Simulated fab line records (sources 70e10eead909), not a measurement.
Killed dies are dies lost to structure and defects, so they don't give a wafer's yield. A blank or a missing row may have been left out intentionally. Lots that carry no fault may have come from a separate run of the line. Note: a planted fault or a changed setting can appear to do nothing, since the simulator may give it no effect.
fab line records -- flow nand-harc
record lots=6, wafers=18, last-day=32
route steps=1302 shown P_ZERO_WELL@60 P_STI@69 END@1302
lots with no fault: from the same line, run without faults
start-h: start of the lot's first displayed wafer, in hours after the record's first day -- wait-h: hours since the lot's step before -- " repeats the value in the row above -- L1.1+2: a row that stands for several wafers -- - no value present, or no start provided -- * or withheld: withheld -- < > ~ a bound
route shown NAME@n: a module of which the file shows steps, and the number in the route of the first -- usual: mean and standard deviation over wafers with no fault -- same: alike in all rows -- chamber/n: place in a boat -- sites: the reading at each site -- _std_site: how widely they spread, as a standard deviation -- _edge_site: inner sites' mean taken away from outer sites' mean -- radius-mm: how far each site lies from the wafer's centre -- mask NAME#n: copy n -- behind: the most recent tool/chamber to have shaped the wafer -- hold: the reason the lot was held/the length of the hold in hours/how it ended -- device: which transistor (n, p or np) failed to switch -- end of line: tests run on the same wafers once the route is complete -- a step given without rows: its recipe and nothing more -- killed: at the first sort, the dies lost to defects and structure; wafer yield is something else -- map: dies across one wafer; x = killed, . = not, _ = none there
set.NAME: the setting the step ran with; set.NAME@STEP: the setting that earlier step ran with -- model.NAME: the simulator's own value behind a step, which no gauge read
lots seen at some steps along the route; tables by step, rows by wafer
services: the hour from which a tool's chamber was out of use, counted from the record's first day as start-h (under 0 if before that day), plus the number of hours and why
## steps
# step NHARC_P_ZERO_WELL_HARDBAKE_53
# recipe temp-c=125, time-s=80
# step NHARC_P_ZERO_WELL_DESCUM_54
# recipe time-s=3, o2-flow-sccm=200, ar-flow-sccm=0, bias-power-w=0, chemistry=O2
# usual drypump-motor-current-A=5.70/0.27, oes-product-au=0.996/0.01, rf-vpp-V=57.5/0.88, showerhead-plenum-p-Torr=1.88/0.081, throttle-valve-pct=11.312/0.009
# same bias-power-w=0
lot.wafer,tool,chamber,start-h,wait-h,drypump-motor-current-A,oes-product-au,rf-hours-counter-h,rf-vpp-V,showerhead-plenum-p-Torr,throttle-valve-pct
L266.2,rie-diel-11,2,106.09,-,6.07,0.999,5,56.3,1.80,11.317
L266.4,rie-diel-11,3,106.09,-,5.69,0.989,5,57.5,1.92,11.295
L266.1,rie-diel-11,0,106.09,-,5.93,1.015,4,55.7,1.81,11.319
L267.2,rie-diel-11,1,115.94,-,5.47,0.999,6,57.5,1.84,11.319
L267.4,rie-diel-11,3,115.94,-,5.71,0.984,8,57.5,1.92,11.315
L267.5,rie-diel-11,1,115.94,-,5.48,0.998,-,56.8,1.84,11.300
L268.1,rie-diel-05,2,125.93,-,6.03,0.991,20,58.4,1.99,11.298
L268.5,rie-diel-05,3,125.93,-,6.01,0.998,-,57.6,1.97,11.323
L268.6,rie-diel-05,1,125.93,-,5.76,0.973,-,57.3,1.83,11.317
L270.4,rie-diel-05,0,145.77,-,5.57,0.991,30,55.4,1.84,11.328
L270.3,rie-diel-05,3,145.77,-,6.01,1.001,28,57.9,1.96,11.297
L270.5,rie-diel-05,0,145.77,-,5.57,0.994,-,58.2,1.84,11.319
L272.1,rie-diel-11,3,165.85,-,5.69,0.982,24,57.8,1.91,11.309
L272.4,rie-diel-11,1,165.85,-,5.48,0.992,26,58.8,1.83,11.327
L272.5,rie-diel-11,0,165.85,-,5.94,1.001,-,56.4,1.81,11.304
L280.2,rie-diel-09,2,245.86,-,5.84,0.981,36,57.8,1.97,11.305
L280.1,rie-diel-09,1,245.86,-,5.44,1.000,36,56.6,1.99,11.316
L280.5,rie-diel-09,2,245.86,-,5.87,0.980,-,57.5,1.97,11.307
# step NHARC_P_ZERO_WELL_IMPLANT_55
# recipe energy-kev=180, dose-cm2=8e+11, tilt-deg=7
# step NHARC_P_ZERO_WELL_IMPLANT_61
# recipe energy-kev=30, dose-cm2=5e+11, tilt-deg=7
# step NHARC_P_ZERO_WELL_STRIP_56
# recipe time-s=840, temp-c=130, chemistry=SPM
# step NHARC_P_ZERO_WELL_PRECLEAN_68
# recipe time-s=60, temp-c=50, bath-age-min=0, chemistry=SC1
# step NHARC_P_ZERO_WELL_SRD_69
# step NHARC_P_ZERO_WELL_RTA_42
# recipe temp-c=1100, time-s=300
# usual lamp-power-pct=41/3.6, wafer_temp_C_max=1108.3/1.6
lot.wafer,tool,chamber,start-h,wait-h,lamp-power-pct,wafer_temp_C_max
L266.1,rtp-anneal-01,0,107.07,-,43,1108.3
L266.2,rtp-anneal-01,0,107.07,-,44,1105.6
L266.4,rtp-anneal-01,0,107.07,-,44,1107.1
L267.2,rtp-anneal-02,0,117.01,-,36,1109.5
L267.4,rtp-anneal-02,0,117.01,-,36,1110.8
L267.5,rtp-anneal-02,0,117.01,-,36,1109.7
L268.1,rtp-anneal-02,0,126.93,-,36,1110.4
L268.5,rtp-anneal-02,0,126.93,-,36,1108.4
L268.6,rtp-anneal-02,0,126.93,-,36,1107.5
L270.3,rtp-anneal-02,0,146.96,-,36,1108.2
L270.4,rtp-anneal-02,0,146.96,-,36,1111.6
L270.5,rtp-anneal-02,0,146.96,-,36,1109.8
L272.1,rtp-anneal-01,0,166.83,-,44,1107.6
L272.4,rtp-anneal-01,0,166.83,-,44,1106.2
L272.5,rtp-anneal-01,0,166.83,-,44,1107.5
L280.1,rtp-anneal-01,0,246.84,-,43,1107.3
L280.2,rtp-anneal-01,0,246.84,-,44,1110.2
L280.5,rtp-anneal-01,0,246.84,-,44,1110.1
# step NHARC_P_ZERO_WELL_INSPECT_43
# usual raw-defect-count=14/6
lot.wafer,tool,chamber,start-h,wait-h,raw-defect-count
L266.1,defect-inspect-01,-,107.74,0.6,9
L266.2,defect-inspect-01,-,107.74,0.6,26
L266.4,defect-inspect-01,-,107.74,0.6,11
L267.2,defect-inspect-02,-,117.59,0.5,7
L267.4,defect-inspect-02,-,117.59,0.5,16
L267.5,defect-inspect-02,-,117.59,0.5,9
L268.1,defect-inspect-02,-,127.62,0.6,16
L268.5,defect-inspect-02,-,127.62,0.6,23
L268.6,defect-inspect-02,-,127.62,0.6,8
L270.3,defect-inspect-01,-,147.42,0.4,15
L270.4,defect-inspect-01,-,147.42,0.4,8
L270.5,defect-inspect-01,-,147.42,0.4,8
L272.1,defect-inspect-02,-,167.51,0.6,16
L272.4,defect-inspect-02,-,167.51,0.6,22
L272.5,defect-inspect-02,-,167.51,0.6,15
L280.1,defect-inspect-02,-,247.51,0.6,9
L280.2,defect-inspect-02,-,247.51,0.6,13
L280.5,defect-inspect-02,-,247.51,0.6,4
# step NHARC_P_STI_ETCH_26
# recipe target-depth-a=110, chemistry=dHF, material=SiO2
# step NHARC_P_STI_PRECLEAN_27
# recipe time-s=*, temp-c=50, bath-age-min=0, chemistry=SC1
# step NHARC_P_STI_SRD_28
# step NHARC_P_STI_OXIDE_29
# recipe target-thk-a=100, temp-c=900, ox-time-s=1362, material=SiO2
# usual spike-tc-centre-C=901.4/1.2, zone-power-bottom-pct=27.7/2.1
lot.wafer,tool,chamber,start-h,wait-h,spike-tc-centre-C,zone-power-bottom-pct
L266.1,furnace-02,0,112.54,-,901.7,26.1
L266.2,furnace-02,0,112.54,-,901.9,26.1
L266.4,furnace-02,0,112.54,-,901.0,25.7
L267.2,furnace-06,0,125.68,-,900.7,26.8
L267.4,furnace-06,0,125.68,-,902.9,27.5
L267.5,furnace-06,0,125.68,-,901.8,26.9
L268.1,furnace-06,0,136.89,-,902.0,27.4
L268.5,furnace-06,0,136.89,-,903.3,27.1
L268.6,furnace-06,0,136.89,-,901.0,27.5
L270.3,furnace-06,0,151.60,-,903.4,27.1
L270.4,furnace-06,0,151.60,-,900.7,27.2
L270.5,furnace-06,0,151.60,-,901.5,27.1
L272.1,furnace-06,0,171.46,-,899.5,27.4
L272.4,furnace-06,0,171.46,-,901.9,27.4
L272.5,furnace-06,0,171.46,-,902.0,27.5
L280.1,furnace-02,0,252.47,-,904.0,26.0
L280.2,furnace-02,0,252.47,-,899.8,25.9
L280.5,furnace-02,0,252.47,-,902.1,25.5
# step NHARC_P_STI_HM_DEP_30
# recipe target-thk-a=800, temp-c=790, pressure-mtorr=300, time-s=873, material=Si3N4
# step NHARC_P_STI_DEHYDRATE_01
# recipe temp-c=150, time-s=120
# step NHARC_P_STI_HMDS_02
# recipe time-s=30
# step NHARC_P_STI_COAT_41
# recipe temp-c=200, time-s=65
# step NHARC_P_STI_COAT_03
# recipe spin-rpm=2000, resist-thk-nm=600
# step NHARC_P_STI_SOFTBAKE_04
# recipe temp-c=125, time-s=70
# step NHARC_P_STI_EBR_05
# step NHARC_P_STI_EXPOSE_06
# recipe na=0.55, target-cd-nm=200, dose-mj=37.69, mask-id=P_STI
# step NHARC_P_STI_PEB_07
# recipe peb-temp-c=128, peb-time-s=80
# step NHARC_P_STI_DEVELOP_08
# recipe time-s=50, dev-temp-c=22
# step NHARC_P_STI_CD_MEAS_09
# recipe target-cd-nm=200, landing-energy-ev=500
# usual cd-nm=199.8/1.9
lot.wafer,tool,chamber,start-h,wait-h,cd-nm
L266.1,cd-sem-03,0,123.73,-,202.9
L266.2,cd-sem-03,0,123.73,-,201.2
L266.4,cd-sem-03,0,123.73,-,203.1
L267.2,cd-sem-03,0,137.03,-,200.4
L267.4,cd-sem-03,0,137.03,-,196.0
L267.5,cd-sem-03,0,137.03,-,199.1
L268.1,cd-sem-03,0,148.14,-,195.9
L268.5,cd-sem-03,0,148.14,-,199.3
L268.6,cd-sem-03,0,148.14,-,199.9
L270.3,cd-sem-01,0,162.84,-,198.9
L270.4,cd-sem-01,0,162.84,-,197.1
L270.5,cd-sem-01,0,162.84,-,200.0
L272.1,cd-sem-02,0,182.73,-,198.8
L272.4,cd-sem-02,0,182.73,-,201.3
L272.5,cd-sem-02,0,182.73,-,200.0
L280.1,cd-sem-03,0,263.59,-,198.7
L280.2,cd-sem-03,0,263.59,-,200.3
L280.5,cd-sem-03,0,263.59,-,201.1
# step NHARC_P_STI_OVL_MEAS_10
# usual overlay-x-nm=-2/6.5, overlay-y-nm=1/5.8
lot.wafer,tool,chamber,start-h,wait-h,overlay-x-nm,overlay-y-nm
L266.1,overlay-02,-,123.81,-,-5,6
L266.2,overlay-02,-,123.81,-,-5,6
L266.4,overlay-02,-,123.81,-,-5,6
L267.2,overlay-01,-,137.11,-,0,4
L267.4,overlay-01,-,137.11,-,-1,5
L267.5,overlay-01,-,137.11,-,-1,4
L268.1,overlay-01,-,148.23,-,-3,0
L268.5,overlay-01,-,148.23,-,-3,0
L268.6,overlay-01,-,148.23,-,-2,0
L270.3,overlay-01,-,162.92,-,6,5
L270.4,overlay-01,-,162.92,-,6,5
L270.5,overlay-01,-,162.92,-,6,5
L272.1,overlay-01,-,182.84,-,0,-3
L272.4,overlay-01,-,182.84,-,0,-2
L272.5,overlay-01,-,182.84,-,0,-2
L280.1,overlay-01,-,263.67,-,-18,-11
L280.2,overlay-01,-,263.67,-,-17,-10
L280.5,overlay-01,-,263.67,-,-18,-10
# step NHARC_P_STI_INSPECT_11
# usual raw-defect-count=6/3.4
lot.wafer,tool,chamber,start-h,wait-h,raw-defect-count
L266.1,defect-inspect-01,-,123.85,0.0,6
L266.2,defect-inspect-01,-,123.85,0.0,5
L266.4,defect-inspect-01,-,123.85,0.0,4
L267.2,defect-inspect-02,-,137.15,0.0,4
L267.4,defect-inspect-02,-,137.15,0.0,5
L267.5,defect-inspect-02,-,137.15,0.0,4
L268.1,defect-inspect-01,-,148.27,0.0,1
L268.5,defect-inspect-01,-,148.27,0.0,4
L268.6,defect-inspect-01,-,148.27,0.0,4
L270.3,defect-inspect-01,-,162.96,0.0,531
L270.4,defect-inspect-01,-,162.96,0.0,573
L270.5,defect-inspect-01,-,162.96,0.0,534
L272.1,defect-inspect-02,-,182.88,0.0,555
L272.4,defect-inspect-02,-,182.88,0.0,517
L272.5,defect-inspect-02,-,182.88,0.0,535
L280.1,defect-inspect-01,-,263.71,0.0,3
L280.2,defect-inspect-01,-,263.71,0.0,4
L280.5,defect-inspect-01,-,263.71,0.0,8
# step NHARC_P_STI_HARDBAKE_13
# recipe temp-c=118, time-s=65
# step NHARC_END_SORT_01
# recipe temp-c=25
# usual killed-at-array=53/21, killed-at-other=1.1/1.5, killed-at-periphery=3.9/2.7, killed-dies=58/21, killed-open=3.4/1.9, killed-short=2.3/1.5
# same gross-dies=677
lot.wafer,tool,chamber,start-h,wait-h,killed-at-array,killed-at-other,killed-at-periphery,killed-dies,killed-open,killed-short
L266.1,prober-01,0,648.26,2.5,32,1,4,37,7,2
L266.2,prober-01,0,649.07,2.8,28,1,6,35,2,0
L266.4,prober-01,0,650.69,3.4,28,2,10,40,3,4
L268.1,prober-02,0,677.42,2.5,57,1,7,65,4,1
L268.5,prober-02,0,680.64,3.7,53,0,5,58,4,2
L268.6,prober-02,0,681.44,4.0,57,0,1,58,2,2
L267.2,prober-01,0,688.68,2.8,22,0,0,22,4,4
L267.4,prober-01,0,690.30,3.4,13,0,3,16,0,1
L267.5,prober-01,0,691.11,3.7,21,0,4,25,1,2
L270.3,prober-02,0,697.37,3.1,58,0,336,394,4,1
L270.4,prober-02,0,698.18,3.4,48,0,367,415,1,1
L270.5,prober-02,0,698.99,3.7,61,0,334,395,4,2
L272.1,prober-02,0,703.64,2.5,38,0,361,399,1,3
L272.4,prober-02,0,706.05,3.4,46,0,343,389,9,0
L272.5,prober-02,0,706.85,3.7,46,0,345,391,2,2
# killed by level:class
L266.1 A_CHANNEL_HOLE_D2:chamber-film-flake=12 P_M2:chamber-film-flake=4 A_DECK1_JOINT:chamber-film-flake=3 A_WL_FILL:chamber-film-flake=3 A_CHANNEL_HOLE_D1:chamber-film-flake=2 A_STAIRCASE:chamber-film-flake=2 A_ONON_D1:geometric-particle:open=1 A_ONON_D1:geometric-particle:short=1
L266.2 A_CHANNEL_HOLE_D2:chamber-film-flake=15 P_M2:chamber-film-flake=5 A_CHANNEL_HOLE_D1:chamber-film-flake=4 A_BLC:geometric-particle:open=2 A_STAIRCASE:chamber-film-flake=2 A_CONTACT:chamber-film-flake=2 P_ZERO_WELL:chamber-film-flake=1 A_CHANNEL_FILL_D1:chamber-film-flake=1
L266.4 A_CHANNEL_HOLE_D2:chamber-film-flake=13 A_CHANNEL_HOLE_D1:chamber-film-flake=6 P_GATE:chamber-film-flake=3 P_M2:chamber-film-flake=3 A_CONTACT:chamber-film-flake=3 A_CHANNEL_FILL_D2:geometric-particle:short=2 P_STI:chamber-film-flake=2 THIN_TSV:chamber-film-flake=2
L268.1 A_CHANNEL_HOLE_D1:chamber-film-flake=26 A_CHANNEL_HOLE_D2:chamber-film-flake=20 A_STAIRCASE:chamber-film-flake=4 A_CONTACT:chamber-film-flake=2 P_CONTACT:geometric-particle:short=1 P_CONTACT:geometric-particle:open=1 P_M0:geometric-particle:open=1 A_SGD_CUT:geometric-particle:open=1
L268.5 A_CHANNEL_HOLE_D1:chamber-film-flake=24 A_CHANNEL_HOLE_D2:chamber-film-flake=14 A_CONTACT:chamber-film-flake=4 A_STAIRCASE:chamber-film-flake=4 P_BONDPAD:chamber-film-flake=1 P_CONTACT:geometric-particle:open=1 A_ONON_D1:geometric-particle:short=1 A_DECK1_JOINT:geometric-particle:open=1
L268.6 A_CHANNEL_HOLE_D1:chamber-film-flake=35 A_CHANNEL_HOLE_D2:chamber-film-flake=13 A_STAIRCASE:chamber-film-flake=2 A_ONON_D1:geometric-particle:open=1 A_ONON_D2:geometric-particle:open=1 A_SGD_CUT:geometric-particle:short=1 A_WL_FILL:geometric-particle:short=1 P_CONTACT:chamber-film-flake=1
L267.2 A_M0:chamber-film-flake=5 A_CHANNEL_HOLE_D1:chamber-film-flake=3 A_CONTACT:chamber-film-flake=3 A_STAIRCASE:chamber-film-flake=2 A_CHANNEL_FILL_D1:geometric-particle:short=1 A_DECK1_JOINT:geometric-particle:open=1 A_CHANNEL_FILL_D2:geometric-particle:short=1 A_CHANNEL_FILL_D2:geometric-particle:open=1
L267.4 A_CONTACT:chamber-film-flake=4 A_CHANNEL_HOLE_D1:chamber-film-flake=3 P_GATE:chamber-film-flake=2 A_DECK1_JOINT:chamber-film-flake=2 A_CHANNEL_FILL_D1:geometric-particle:short=1 P_M0:chamber-film-flake=1 A_STAIRCASE:chamber-film-flake=1 A_SLIT:chamber-film-flake=1
L267.5 A_CHANNEL_HOLE_D1:chamber-film-flake=6 A_M0:chamber-film-flake=4 A_CONTACT:chamber-film-flake=3 A_CHANNEL_HOLE_D2:chamber-film-flake=2 A_STAIRCASE:chamber-film-flake=2 A_CHANNEL_HOLE_D2:geometric-particle:short=1 A_M1:geometric-particle:short=1 A_M1:geometric-particle:open=1
L270.3 P_STI:unspecified=333 A_CHANNEL_HOLE_D1:chamber-film-flake=27 A_SLIT:chamber-film-flake=21 A_CONTACT:chamber-film-flake=5 A_ZERO_WELL:chamber-film-flake=2 P_GATE:geometric-particle:open=1 P_CONTACT:geometric-particle:open=1 P_M0:geometric-particle:open=1
L270.4 P_STI:unspecified=365 A_SLIT:chamber-film-flake=20 A_CHANNEL_HOLE_D1:chamber-film-flake=19 A_CONTACT:chamber-film-flake=5 P_M0:geometric-particle:open=1 A_SOURCE_PLATE:geometric-particle:short=1 A_ZERO_WELL:chamber-film-flake=1 P_CONTACT:chamber-film-flake=1
L270.5 P_STI:unspecified=333 A_CHANNEL_HOLE_D1:chamber-film-flake=30 A_SLIT:chamber-film-flake=20 A_CONTACT:chamber-film-flake=2 A_WL_FILL:chamber-film-flake=2 A_BONDPAD:chamber-film-flake=2 P_GATE:geometric-particle:open=1 A_CHANNEL_FILL_D1:geometric-particle:open=1
L272.1 P_STI:unspecified=359 A_CHANNEL_HOLE_D2:chamber-film-flake=18 A_CHANNEL_HOLE_D1:chamber-film-flake=11 A_SLIT:chamber-film-flake=2 P_M0:chamber-film-flake=2 A_CONTACT:chamber-film-flake=2 A_DECK1_JOINT:geometric-particle:short=1 A_CHANNEL_FILL_D2:geometric-particle:short=1
L272.4 P_STI:unspecified=339 A_CHANNEL_HOLE_D1:chamber-film-flake=18 A_CHANNEL_HOLE_D2:chamber-film-flake=10 A_SLIT:chamber-film-flake=5 A_BONDPAD:chamber-film-flake=3 A_ONON_D2:geometric-particle:open=2 A_WL_FILL:geometric-particle:open=2 P_M0:chamber-film-flake=2
L272.5 P_STI:unspecified=341 A_CHANNEL_HOLE_D1:chamber-film-flake=25 A_CHANNEL_HOLE_D2:chamber-film-flake=11 P_M0:chamber-film-flake=4 A_BONDPAD:chamber-film-flake=3 A_CHANNEL_FILL_D1:geometric-particle:open=1 A_DECK1_JOINT:geometric-particle:short=1 A_CHANNEL_FILL_D2:geometric-particle:open=1
# map L270.4 (x killed, . not)
____________x____________
_________xxx...x_________
_______x.....xxxxx_______
______.xxx.x.x.xxxx______
_____.xxx..xxxxx.x.._____
____.x..x.xx.x.xxx..x____
____x.x.x.xx.xx..x.xx____
___xxxxx.xx..x.x...xx.___
___xxxxx..xx....xxx.xx___
__x.xx..x....xx.xxxx.x.__
__.xx.x.x.x..xxxxx.xxxx__
_xx.xxx.x...xxxxxx..x.xx_
_xx..xx..xxxx.xxxxxx.x.._
_..x...x.x..xxxxxxxxxxx._
_x.....x.....xxxxxxxxxxx_
_.xx.xx.xxxxxxxxxxxxxx.x_
x.x...xxxxxxx..xxxxxxxx..
xxx....xx.xxx..xx.xx..xx.
..xx.....xx.x.x.x.xxxx...
xxx.x..x.x.xx.x.x.xxxxxx.
.x.xxx.x.xxxx.x..x...xxxx
_x.xxxxx...xx.xxx.xx.x.._
_x..xx..x..xxxxxx....xxx_
_xx.xx..xxx.x...xx..xxxx_
_.x.x..x...x.xxxx.xx.x.._
_xxx..x..xxx.xxxxxx.x.x._
__x.xxxxxxxx.xx.xx.x.xx__
__.x.xx..xx.xx.x..x.x..__
___.xxx.xx.......xxx..___
___xxx.xxx.xxxx.xxxx.x___
____..xxxxxxxxxx....x____
____xx.xxxxxx..xxxxxx____
_____.x..x.xxx.xxxx._____
______..x.x.xxxxxxx______
_______.x..xx.x..._______
_________xxxx.xx_________
____________x____________
# map L272.1 (x killed, . not)
____________x____________
_________x....x._________
_______xxx....xx.x_______
______.x..x.xxx...x______
_____..xxx.x.xx..x.x_____
____x.x.xxx.x.x....xx____
____.xxx.x.xxx..x.x.x____
___xxx..xxxxx.x...x.x.___
___x.x..xxx.x.xxxx.xx.___
__..xxxxx.xx..x..xxx..x__
__xxxx..x..x..xxxx.xx.x__
_.xxxx.xx.xxxxx.x.x.xxx._
_x..xx.x...x.x.x.x.x..xx_
_xx...xxx.xxxxxxxxxxxx.x_
_..x..x.x.xxxx.xxxxxxx.x_
_.x....xxxxxxxx.xx.x.x.x_
.xx..xxx...xxxxx.xx.x.xx.
.xx.xxx.xx..xxx.xxxxx..xx
..xx...xxx....xxxxxxx..x.
...xxxxxx.......xx..x..xx
.xxx..x...xx.x...xxxx.xxx
_.xxxxx.x.x.xxxxx.x.xxx._
_.xx.x.x..xxxx...x.....x_
_xx.xxxx..xx..xxxx....xx_
_xxxxx...x.xx....x.x.x.x_
_xxxx..x..xx...xxx..x..x_
__xxxxx.xx.xxx.x..xxx.x__
__xxxx...x.x..x.x.xxxx.__
___xx..xxxx..xxx.xxxx.___
___xxxx...x.x.x..xxxxx___
____xx.x.xx..xxx.xxxx____
____...xxxx.xxx.x....____
_____.....xxxxx.xxx._____
______x.xxxxxx.x.xx______
_______x..xx.xx..x_______
_________xx...xx_________
____________x____________
## services
tool,chamber,start-h,hours,kind
rie-diel-11,0,90.79,-,clean
rie-diel-11,1,90.79,-,clean
rie-diel-11,2,90.79,-,clean
rie-diel-11,3,90.79,-,clean
rie-diel-11,0,115.29,-,clean
rie-diel-11,1,115.29,-,clean
rie-diel-11,2,115.29,-,clean
rie-diel-11,3,115.29,-,clean
rie-diel-05,0,124.09,3.5,repair
rie-diel-05,2,128.11,4.4,repair
rie-diel-11,0,139.79,-,clean
rie-diel-11,1,139.79,-,clean
rie-diel-11,2,139.79,-,clean
rie-diel-09,-,143.62,9.0,pm
rie-diel-11,3,172.14,8.8,repair
rie-diel-05,2,172.77,9.9,repair
rie-diel-11,0,182.85,2.5,repair
rie-diel-09,1,187.75,7.5,repair
rie-diel-05,-,191.97,0.2,repair
rie-diel-09,-,194.53,0.2,repair
rie-diel-11,0,200.53,12.7,repair
rie-diel-05,1,223.32,14.4,repair
rie-diel-05,-,229.60,9.0,pm
rie-diel-09,2,247.08,1.7,repair
## key
first-sign step=NHARC_P_STI_INSPECT_11, reading=raw-defect-count, direction=up, sigmas=99+, usual=6, struck=541
effect step=NHARC_END_SORT_01, reading=killed-at-periphery, direction=up, sigmas=99+, usual=3.9, struck=347.7
more-kills-born-at NHARC_P_STI_OXIDE_29@furnace-06=2070
met-at NHARC_P_STI_OXIDE_29
struck-wafers L270.3,L270.4,L270.5,L272.1,L272.4,L272.5
tester-left-out L270,L272
onset-between 136.89 151.60
fault kind=chamber-particle-source, tool=furnace-06, chamber=-, onset-h=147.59, steps=NHARC_P_STI_OXIDE_29, rate-per-visit-cm2=0.82876, end-h=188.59
# tester-left-out: of these lots the tester's yield and bins aren't shown, on N5 and GAA mostly nor the transistor test; their killed dies are dies lost to structure and defects alone, not to doping, threshold or leakage, so they don't give the yield
